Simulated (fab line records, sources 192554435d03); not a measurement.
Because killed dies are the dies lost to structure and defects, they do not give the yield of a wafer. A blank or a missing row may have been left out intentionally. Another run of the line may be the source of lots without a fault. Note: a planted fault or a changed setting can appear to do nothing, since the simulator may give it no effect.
Chamber matching -- flow n5 finfet -- 3 sister chambers for N5_BEOL_M7_PECVD_70 on pecvd-02
The step deposits SiO2 from TEOS/O2, target thk 20 nm, time 22.7 s. 20 wafers are shown with their chamber, then 10 later ones without.

## WAFERS WITH THEIR CHAMBER
wafer,chamber,showerhead plenum p Torr (Torr),throttle valve pct (%),heater power w (W)
L075.3,1,8.66,22.1,670
L075.4,2,8.78,21.0,629
L075.6,0,8.78,21.6,539
L077.1,1,8.68,22.0,674
L077.2,0,8.76,21.5,630
L077.3,2,8.80,21.3,734
L080.3,0,8.76,21.7,583
L080.4,0,8.79,21.9,583
L080.6,1,8.67,22.4,633
L081.3,2,8.82,21.1,749
L081.4,2,8.80,21.1,747
L081.5,1,8.66,22.2,694
L082.2,0,8.77,21.3,551
L082.3,2,8.82,21.4,669
L082.6,1,8.67,22.1,670
L085.1,0,8.79,21.3,550
L085.3,2,8.81,21.3,752
L085.4,0,8.76,21.5,553
L086.2,0,8.79,21.6,596
L086.4,0,8.78,21.4,601

SIGNATURES, as means of the wafers listed above
reading,chamber 0,chamber 1,chamber 2,scatter within a chamber
showerhead plenum p Torr,8.7756,8.6680,8.8050,0.013
throttle valve pct,21.533,22.160,21.200,0.174
heater power w,576.22,668.20,713.33,36.5
Rule: for each reading, subtract the chamber's mean from the wafer's reading, divide by that reading's scatter and square the result; add these up over the readings and take the root, which gives the wafer's distance from the chamber. The wafer belongs to the nearest chamber; if the next one is less than 2 further off, it can't be placed. The scatter: take each reading less its chamber's mean, square it, sum over the shown wafers, divide by the number of wafers less the number of chambers, and take the root.

## WAFERS WITH NO CHAMBER GIVEN
wafer,showerhead plenum p Torr (Torr),throttle valve pct (%),heater power w (W)
L086.5,8.78,21.7,610
L092.4,8.65,22.4,650
L092.5,8.75,21.5,616
L092.6,8.80,21.4,696
L096.3,8.80,21.4,742
L096.4,8.67,22.3,692
L096.6,8.76,21.4,523
L097.2,8.68,22.1,670
L097.3,8.77,21.6,571
L097.5,8.81,21.2,613

## THE CHAMBER EACH PASSED THROUGH
wafer,from the rows above,in truth
L086.5,0,0
L092.4,1,1
L092.5,0,0
L092.6,2,2
L096.3,2,2
L096.4,1,1
L096.6,0,0
L097.2,1,1
L097.3,0,0
L097.5,can't be placed: 2 or 0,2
9 of 10 placed correctly. Can't be placed from these rows: 1 (the true chamber is among the candidates in 1). Placed wrongly: 0.
